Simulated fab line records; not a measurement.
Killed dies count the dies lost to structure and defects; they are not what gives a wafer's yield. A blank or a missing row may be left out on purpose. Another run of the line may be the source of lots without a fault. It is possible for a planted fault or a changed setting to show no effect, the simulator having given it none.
A single fault, viewed from 3 desks	flow n5Finfet	every desk sees just its own numbers, and what lay behind them comes last

## THE DEFECT DESK
Counts from the inspections along the route, per lot, as means over the sampled wafers that have a number. Any lot whose mean is over 4 standard deviations away from the usual mean is out of limits and marked OUT; that distance is given in the brackets.
Columns: A = rawDefectCount at N5_BEOL_M7_INSPECT_13, usual 407
lot	first seen here	A
L510	day 9 09:13	334
L512	day 9 11:29	359
L513	day 9 11:46	365
L514	day 9 23:16	292
L517	day 10 13:55	378
L518	day 10 14:20	404
L524	day 13 01:40	278
L526	day 13 07:08	346
L529	day 13 20:05	463
L530	day 14 00:19	441
L531	day 14 08:13	473
L532	day 14 17:11	449
This desk's verdict: no lot among the 12 shows anything out of limits.

## THE TOOL OWNER'S DESK: lithoTrack-04
The tool's own readings at N5_BEOL_M7_COAT_71 (time 60 s, resist thk 5 nm): means of the sampled wafers that have a number, for each lot that ran on this tool. Any lot whose mean is over 4 standard deviations away from the usual mean is out of limits and marked OUT; that distance is given in the brackets.
Columns: A = heaterPowerTotalW at N5_BEOL_M7_COAT_71, usual 391.7 W; B = plateTempC at N5_BEOL_M7_COAT_71, usual 205.00 C; C = resistLineTempC at N5_BEOL_M7_COAT_71, usual 22.97 C; D = spinSpeedRpm at N5_BEOL_M7_COAT_71, usual 1500.2 rpm
lot	first seen here	A	B	C	D
L510	day 9 10:02	392.7	204.94	23.02	1500.2
L524	day 13 02:15	392.4	204.93	23.01	1443.5 (-64) OUT
L526	day 13 08:58	392.1	204.98	23.08	1445.3 (-62) OUT
This desk's finding: out of limits on L524, L526; first on L524, day 13 02:15 (spinSpeedRpm at N5_BEOL_M7_COAT_71). L510: within limits.

## THE METROLOGY DESK
What the gauges read, lot by lot, whatever tool the lot ran on: means of the sampled wafers that have a number. Any lot whose mean is over 4 standard deviations away from the usual mean is out of limits and marked OUT; that distance is given in the brackets.
Columns: A = cdNm at N5_BEOL_M7_CD_MEAS_11, usual 38.5 nm
lot	first seen here	A
L510	day 9 09:10	38.0
L512	day 9 11:25	38.5
L513	day 9 11:42	38.4
L514	day 9 23:13	38.9
L517	day 10 13:52	39.1
L518	day 10 14:17	38.4
L524	day 13 01:37	38.9
L526	day 13 07:05	38.7
L529	day 13 20:02	38.5
L530	day 14 00:15	39.0
L531	day 14 08:10	38.6
L532	day 14 17:08	38.0
This desk's verdict: no lot among the 12 shows anything out of limits.

## TAKEN TOGETHER
The tool owner's desk had the chance to raise an alarm at day 13 02:15 on L524, L526.
Nothing out of limits was seen by the defect desk.
From the metrology desk's view, nothing was out of limits.
The defect desk has L524, L526 on record, within its limits.
The metrology desk holds a record of L524, L526, inside its limits.
The lots listed all ran N5_BEOL_M7_COAT_71 on lithoTrack-04.

## WHAT WAS PUT IN BY THE SIMULATOR
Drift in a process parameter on lithoTrack-04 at N5_BEOL_M7_COAT_71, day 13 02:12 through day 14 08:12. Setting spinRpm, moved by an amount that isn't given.
Lots struck among those shown: L524, L526.
Time in hours from fault onset to the first out-of-limits reading at each desk: the tool owner's desk, 0.
